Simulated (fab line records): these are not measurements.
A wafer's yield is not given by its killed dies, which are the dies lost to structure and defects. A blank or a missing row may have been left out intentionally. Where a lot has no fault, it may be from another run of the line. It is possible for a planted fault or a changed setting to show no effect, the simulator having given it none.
Matching of chambers :: flow nandHarc :: rieDiel-08 running NHARC_A_STAIRCASE_ETCH_292: 4 sister chambers
The step etches the open film in CF4/CHF3. 24 wafers are shown with their chamber, then 12 later ones without.

## WAFERS PAIRED WITH THEIR CHAMBERS
wafer: L076.3
chamber: 2
showerheadPlenumPTorr (Torr): 1.55
drypumpMotorCurrentA (A): 6.3
rfVppV (V): 370.0

wafer: L076.4
chamber: 2
showerheadPlenumPTorr (Torr): 1.55
drypumpMotorCurrentA (A): 6.2
rfVppV (V): 370.1

wafer: L076.5
chamber: 3
showerheadPlenumPTorr (Torr): 1.54
drypumpMotorCurrentA (A): 6.4
rfVppV (V): 369.6

wafer: L077.4
chamber: 2
showerheadPlenumPTorr (Torr): 1.55
drypumpMotorCurrentA (A): 6.3
rfVppV (V): 370.2

wafer: L077.5
chamber: 3
showerheadPlenumPTorr (Torr): 1.54
drypumpMotorCurrentA (A): 6.4
rfVppV (V): 369.2

wafer: L077.6
chamber: 1
showerheadPlenumPTorr (Torr): 1.50
drypumpMotorCurrentA (A): 6.5
rfVppV (V): 368.7

wafer: L080.3
chamber: 2
showerheadPlenumPTorr (Torr): 1.55
drypumpMotorCurrentA (A): 6.3
rfVppV (V): 371.1

wafer: L080.4
chamber: 0
showerheadPlenumPTorr (Torr): 1.56
drypumpMotorCurrentA (A): 5.7
rfVppV (V): 370.3

wafer: L080.5
chamber: 1
showerheadPlenumPTorr (Torr): 1.50
drypumpMotorCurrentA (A): 6.5
rfVppV (V): 368.3

wafer: L080.1
chamber: 3
showerheadPlenumPTorr (Torr): 1.54
drypumpMotorCurrentA (A): 6.3
rfVppV (V): 370.6

wafer: L080.2
chamber: 1
showerheadPlenumPTorr (Torr): 1.50
drypumpMotorCurrentA (A): 6.4
rfVppV (V): 368.1

wafer: L080.6
chamber: 0
showerheadPlenumPTorr (Torr): 1.56
drypumpMotorCurrentA (A): 5.6
rfVppV (V): 369.4

wafer: L086.2
chamber: 2
showerheadPlenumPTorr (Torr): 1.55
drypumpMotorCurrentA (A): 6.3
rfVppV (V): 369.0

wafer: L086.4
chamber: 3
showerheadPlenumPTorr (Torr): 1.54
drypumpMotorCurrentA (A): 6.3
rfVppV (V): 369.8

wafer: L086.5
chamber: 3
showerheadPlenumPTorr (Torr): 1.54
drypumpMotorCurrentA (A): 6.4
rfVppV (V): 369.4

wafer: L087.4
chamber: 1
showerheadPlenumPTorr (Torr): 1.49
drypumpMotorCurrentA (A): 6.5
rfVppV (V): 366.9

wafer: L087.5
chamber: 3
showerheadPlenumPTorr (Torr): 1.54
drypumpMotorCurrentA (A): 6.4
rfVppV (V): 368.9

wafer: L087.6
chamber: 0
showerheadPlenumPTorr (Torr): 1.55
drypumpMotorCurrentA (A): 5.7
rfVppV (V): 369.8

wafer: L088.3
chamber: 2
showerheadPlenumPTorr (Torr): 1.55
drypumpMotorCurrentA (A): 6.3
rfVppV (V): 368.1

wafer: L088.4
chamber: 1
showerheadPlenumPTorr (Torr): 1.49
drypumpMotorCurrentA (A): 6.4
rfVppV (V): 368.2

wafer: L088.6
chamber: 3
showerheadPlenumPTorr (Torr): 1.54
drypumpMotorCurrentA (A): 6.4
rfVppV (V): 370.6

wafer: L090.1
chamber: 0
showerheadPlenumPTorr (Torr): 1.55
drypumpMotorCurrentA (A): 5.7
rfVppV (V): 368.1

wafer: L090.2
chamber: 2
showerheadPlenumPTorr (Torr): 1.55
drypumpMotorCurrentA (A): 6.2
rfVppV (V): 368.2

wafer: L090.3
chamber: 3
showerheadPlenumPTorr (Torr): 1.54
drypumpMotorCurrentA (A): 6.4
rfVppV (V): 370.4

SIGNATURES, as means of the wafers listed above
reading: showerheadPlenumPTorr
chamber 0: 1.5550
chamber 1: 1.4960
chamber 2: 1.5500
chamber 3: 1.5400
scatter within a chamber: 0.00332

reading: drypumpMotorCurrentA
chamber 0: 5.675
chamber 1: 6.460
chamber 2: 6.271
chamber 3: 6.375
scatter within a chamber: 0.0494

reading: rfVppV
chamber 0: 369.400
chamber 1: 368.040
chamber 2: 369.529
chamber 3: 369.812
scatter within a chamber: 0.868
Rule: distance of a wafer from a chamber = root of the sum over the readings of ((wafer's reading minus chamber's mean) / reading's scatter) squared. If the next closest chamber is less than 2 further off than the closest, the wafer can't be placed; otherwise it belongs to the closest. How the scatter is found: for the shown wafers, subtract from each reading the mean of its chamber, square and add these, divide the total by (wafers less chambers), then take the root.

## WAFERS WITH NO CHAMBER GIVEN
wafer: L092.1
showerheadPlenumPTorr (Torr): 1.49
drypumpMotorCurrentA (A): 6.4
rfVppV (V): 368.2

wafer: L092.3
showerheadPlenumPTorr (Torr): 1.54
drypumpMotorCurrentA (A): 6.3
rfVppV (V): 368.6

wafer: L092.4
showerheadPlenumPTorr (Torr): 1.55
drypumpMotorCurrentA (A): 5.7
rfVppV (V): 369.5

wafer: L096.1
showerheadPlenumPTorr (Torr): 1.55
drypumpMotorCurrentA (A): 6.2
rfVppV (V): 369.2

wafer: L096.3
showerheadPlenumPTorr (Torr): 1.54
drypumpMotorCurrentA (A): 6.4
rfVppV (V): 369.7

wafer: L096.5
showerheadPlenumPTorr (Torr): 1.55
drypumpMotorCurrentA (A): 5.7
rfVppV (V): 369.8

wafer: L096.2
showerheadPlenumPTorr (Torr): 1.55
drypumpMotorCurrentA (A): 5.7
rfVppV (V): 370.1

wafer: L096.4
showerheadPlenumPTorr (Torr): 1.49
drypumpMotorCurrentA (A): 6.4
rfVppV (V): 369.5

wafer: L096.6
showerheadPlenumPTorr (Torr): 1.54
drypumpMotorCurrentA (A): 6.3
rfVppV (V): 369.0

wafer: L095.2
showerheadPlenumPTorr (Torr): 1.55
drypumpMotorCurrentA (A): 5.7
rfVppV (V): 369.0

wafer: L095.4
showerheadPlenumPTorr (Torr): 1.54
drypumpMotorCurrentA (A): 6.4
rfVppV (V): 369.5

wafer: L095.6
showerheadPlenumPTorr (Torr): 1.54
drypumpMotorCurrentA (A): 6.4
rfVppV (V): 370.2

## WHICH CHAMBER EACH WENT THROUGH
wafer: L092.1
from the rows above: 1
in truth: 1

wafer: L092.3
from the rows above: can't be placed: 3 or 2
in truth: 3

wafer: L092.4
from the rows above: 0
in truth: 0

wafer: L096.1
from the rows above: 2
in truth: 2

wafer: L096.3
from the rows above: 3
in truth: 3

wafer: L096.5
from the rows above: 0
in truth: 0

wafer: L096.2
from the rows above: 0
in truth: 0

wafer: L096.4
from the rows above: 1
in truth: 1

wafer: L096.6
from the rows above: can't be placed: 3 or 2
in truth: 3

wafer: L095.2
from the rows above: 0
in truth: 0

wafer: L095.4
from the rows above: 3
in truth: 3

wafer: L095.6
from the rows above: 3
in truth: 3
Correctly placed: 10 of 12. Not placeable from these rows: 2 (in 2, the candidates include the true chamber). Number placed wrongly: 0.
